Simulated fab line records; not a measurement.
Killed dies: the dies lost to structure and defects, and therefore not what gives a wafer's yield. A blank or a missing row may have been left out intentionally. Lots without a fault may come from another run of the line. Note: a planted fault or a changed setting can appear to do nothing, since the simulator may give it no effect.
Which tool did it? | flow n5-finfet | 24 lots (72 wafers sampled), 1 step of a 1938-step route

## WHAT THE GAUGES SHOWED, per wafer
N5_BEOL_M6_OVL_MEAS_12.
lot  | measured     | on         | M6_OVL (nm)
L074 | day 9 19:50  | overlay-01 | 0.6 0.4 0.8
L075 | day 10 09:44 | overlay-02 | 1.4 0.6 -0.2
L077 | day 10 18:07 | overlay-01 | -0.6 0.8 0.1
L076 | day 11 04:37 | overlay-01 | 0.2 1.2 1.1
L078 | day 11 16:14 | overlay-01 | -1.4 -0.4 -0.5
L079 | day 12 02:12 | overlay-01 | 1.2 0.7 0.3
L080 | day 12 07:37 | overlay-01 | 0.6 0.1 0.9
L081 | day 13 18:58 | overlay-01 | 0.2 0.5 0.4
L083 | day 14 14:48 | overlay-01 | 0.1 -1.0 -0.2
L084 | day 14 22:58 | overlay-02 | -0.9 -0.7 -0.7
L085 | day 15 06:19 | overlay-02 | 0.0 0.6 0.8
L086 | day 15 14:37 | overlay-01 | 0.5 -0.8 -0.3
L087 | day 16 01:25 | overlay-02 | 0.7 0.5 0.3
L090 | day 16 04:51 | overlay-01 | 0.8 0.8 1.1
L088 | day 16 12:18 | overlay-01 | 0.1 0.3 -0.5
L095 | day 17 01:10 | overlay-01 | -0.2 0.2 -0.2
L097 | day 17 03:50 | overlay-02 | 0.6 1.4 1.0
L091 | day 17 06:43 | overlay-02 | 0.2 0.2 1.0
L092 | day 17 15:10 | overlay-01 | 0.1 -0.7 0.0
L093 | day 18 01:15 | overlay-02 | -0.5 -1.4 -0.5
L094 | day 18 01:25 | overlay-01 | 0.5 -0.6 -0.2
L089 | day 18 01:35 | overlay-02 | 0.4 0.2 0.5
L082 | day 18 09:15 | overlay-02 | 0.1 0.4 -0.9
L096 | day 18 10:51 | overlay-01 | 0.7 1.1 1.6

## WHAT TOOL EACH LOT RAN ON (gives the tool, then ch and the chambers of the sampled wafers, and finally the start)
Before these readings, the record contains no process step.

## WHAT THE TOOLS THEMSELVES READ (means of the sampled wafers that have a number; where no wafer has one, the mark that the record gives instead)
The record holds no such reading with a usual standard deviation.

## THE ANSWER, worked out from the rows above alone
Rule: what is usual is taken from the lots themselves. The widest of any qualifying gaps counts: lots, ordered by their means at a reading, are off when they make up no more than a third of the lots, leave a main group of 4 or more, and stand apart from it by 3 or more times the standard deviation of that group's means. The tables above print the reading to a certain number of digits; a main group whose means all agree to those digits is not used. A lot without any number at a reading at which 4 lots or more have one is off too. The other lots that the step has rows for count as sound. First the gauges in route order, then the tools' own readings, where a lot's mean is used as printed above. The first step at which some lot is off is used, and at that step the reading that is off furthest; a lot without a number counts as furthest.
No lot is off on any of the readings shown, so nothing can be concluded from this.

## WHAT THE SIMULATOR PUT IN
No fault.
